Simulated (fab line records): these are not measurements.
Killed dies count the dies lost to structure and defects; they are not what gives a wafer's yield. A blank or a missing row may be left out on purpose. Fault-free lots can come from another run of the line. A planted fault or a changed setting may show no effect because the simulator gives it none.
One fault seen from 2 desks | flow n5-finfet | each desk holds nothing but its own numbers, with what lay behind them at the end

THE METROLOGY DESK
Lot by lot, what the gauges showed, no matter which tool ran the lot: averages of those sampled wafers that carry a number. A lot is out of limits, marked OUT, if its mean lies more than 4 standard deviations from the usual mean; the brackets give that distance. Only the readings that lie furthest out on some lot appear, 7 of the 12 it has.
Columns: A = DIBL_N at N5_BEOL_M4_RC_MEAS_101, usual 36.2 mV/V; B = DIBL_P at N5_BEOL_M4_RC_MEAS_101, usual 36.1 mV/V; C = ION_N at N5_BEOL_M4_RC_MEAS_101, usual 672 uA/um; D = ION_P at N5_BEOL_M4_RC_MEAS_101, usual 463 uA/um; E = REXT_N at N5_BEOL_M4_RC_MEAS_101, usual 74.9 ohm.um; F = REXT_P at N5_BEOL_M4_RC_MEAS_101, usual 100.6 ohm.um; G = SS_N at N5_BEOL_M4_RC_MEAS_101, usual 71.4 mV/dec
lot  | first seen here | A    | B    | C   | D   | E    | F     | G
L911 | day 9 05:26     | 36.6 | 33.8 | 664 | 458 | 73.4 | 101.0 | 71.2
L914 | day 9 21:46     | 36.5 | 36.4 | 676 | 458 | 71.3 | 94.4  | 71.5
L913 | day 10 01:40    | 39.0 | 38.5 | 694 | 478 | 70.5 | 94.1  | 72.0
L925 | day 12 22:37    | 34.8 | 35.3 | 678 | 469 | 73.7 | 99.6  | 71.2
This desk found nothing out of limits on any of the 4 lots.

TOOL OWNER'S DESK, ald-sin-02
The tool's own readings at N5_SPACER0_ALD_07 (deposits SiNx, target thk 2 nm): means of the sampled wafers that have a number, for each lot that ran on this tool. A lot is out of limits, marked OUT, if its mean lies more than 4 standard deviations from the usual mean; the brackets give that distance.
Columns: A = heater-power-w at N5_SPACER0_ALD_07, usual 833 W
lot  | first seen here | A
L911 | day 3 23:08     | 839
L913 | day 4 15:18     | 862
L914 | day 4 17:10     | 870
L925 | day 7 18:04     | 833
This desk found nothing out of limits on any of the 4 lots.

PUT TOGETHER
Metrology desk: nothing out of limits seen.
Nothing out of limits was seen by the tool owner's desk.

WHAT HAD BEEN PUT IN BY THE SIMULATOR
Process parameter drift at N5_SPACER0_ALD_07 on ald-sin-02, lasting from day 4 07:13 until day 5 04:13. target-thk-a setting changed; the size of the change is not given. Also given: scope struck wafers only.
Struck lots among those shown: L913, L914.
